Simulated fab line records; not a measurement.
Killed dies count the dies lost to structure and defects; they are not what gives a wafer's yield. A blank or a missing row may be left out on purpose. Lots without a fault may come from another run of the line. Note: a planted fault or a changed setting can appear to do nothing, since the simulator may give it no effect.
Problem report, 8D (eight disciplines) form, completed by code    flow nand_harc    the parts of the form that need people (team, actions taken, sign-off) are left out

## 1. WHAT IS WRONG
Wafers with no fault read 2000.4 nm with a standard deviation of 1.6, whereas cd_nm at NHARC_P_GATE_CD_MEAS_91 reads a mean of 2011.0 nm on 1 wafer of 1 lot. That is +6.6 standard deviations from the usual mean.
The step: target cd 2000 nm.
Seen first at day 14 08:53 on cd_sem-01, wafer L186.6. The record has a number at this step for 35 wafers belonging to 12 lots. The rule behind "out" and "out of limits": a value lying over 4 standard deviations away from the usual mean. Any other wafer with a number is counted as sound.

## 2. WHAT IT IS, AND WHAT IT ISN'T
question                     is                 is not
which readings at this step  cd_nm              -
which lots                   L186               L166, L169, L170, L171, L172, L173, L174, L176, L177, L187, L188
which wafers of those lots   L186.6             L186.5
read on which gauges         cd_sem-01          cd_sem-02, cd_sem-03
when                         from day 14 08:53  up to then (28 sound wafers); but 6 sound wafers of L187, L188 came after

## 3. SUSPECTS, AND WHAT RULES EACH OUT
Counting: a tool at a process step up to the reading stays a suspect if it ran every lot that is out. Sound lots after the first of them don't rule it out here, since some wafers of a struck lot are sound.
- the gauge at NHARC_P_GATE_CD_MEAS_91: kept. All the wafers that are out were read on cd_sem-01, and no step on other tools shows them out.
- rie_diel-09 at NHARC_P_GATE_ETCHBACK_37 (etches the open film in CHF3/O2, target depth 34.5 nm, time 17.2 s): kept. It ran the lot that is out, L186 (day 14 07:19); its last sound lot up to then is L172 (day 8 12:05). NHARC_P_GATE_ETCHBACK_37 gives no start for some lots, so the hours and the order of its lots are those of NHARC_P_GATE_CD_MEAS_59.
- plasma_asher-01 at NHARC_P_GATE_STRIP_112 (strips in N2/H2, time 200 s): kept. It ran the lot that is out, L186 (day 14 08:00); its last sound lot up to then is L172 (day 8 12:40).
- krf_scanner-01 at NHARC_P_GATE_EXPOSE_88 (exposes mask P HVN, target cd 2000 nm): kept. It ran the lot that is out, L186 (day 14 08:44); its last sound lot up to then is L177 (day 10 17:39).
- At NHARC_P_GATE_ETCHBACK_37 on rie_diel-09, chamber 0 took the sound wafers of the same lots and chamber 3 took the wafers that are out.
- At NHARC_P_GATE_STRIP_112 on plasma_asher-01, chamber 1 took the sound wafers of the same lots and chamber 0 took the wafers that are out.
Left after counting: rie_diel-09 at NHARC_P_GATE_ETCHBACK_37, plasma_asher-01 at NHARC_P_GATE_STRIP_112, krf_scanner-01 at NHARC_P_GATE_EXPOSE_88, cd_sem-01 at NHARC_P_GATE_CD_MEAS_91.

## 4. THE CAUSE (what the simulator had put in)
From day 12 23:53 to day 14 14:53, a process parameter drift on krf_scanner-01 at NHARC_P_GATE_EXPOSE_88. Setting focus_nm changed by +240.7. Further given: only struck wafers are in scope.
4 suspects survive the count, and this tool is in that group.

## 5. SEQUENCE OF EFFECTS, ordered by route
Each row: a reading where the mean over the struck wafers with a number is more than 3 standard deviations away from the usual. Readings are gone through only where the record gives a usual standard deviation; hours: the median, over the lots, of the time from a lot's start at the first step in this table giving one to that lot's start at this step; sigmas: the change measured in usual standard deviations.
hours  step                     reading  usual      on struck wafers  change  sigmas
0      NHARC_P_GATE_CD_MEAS_91  cd_nm    2000.4 nm  2011.0            +10.6   +6.6

## 6. HOW IT WOULD HAVE BEEN CAUGHT EARLIER
Counted from the fault's start at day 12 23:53, it took 33 hours until the first out-of-limits reading at a measuring or inspecting step in this record, taken at day 14 08:53.
By day 14 08:53, every lot that is out (1) had started NHARC_P_GATE_EXPOSE_88 on krf_scanner-01. Had the tool been put on hold then, not one of them would have been saved.
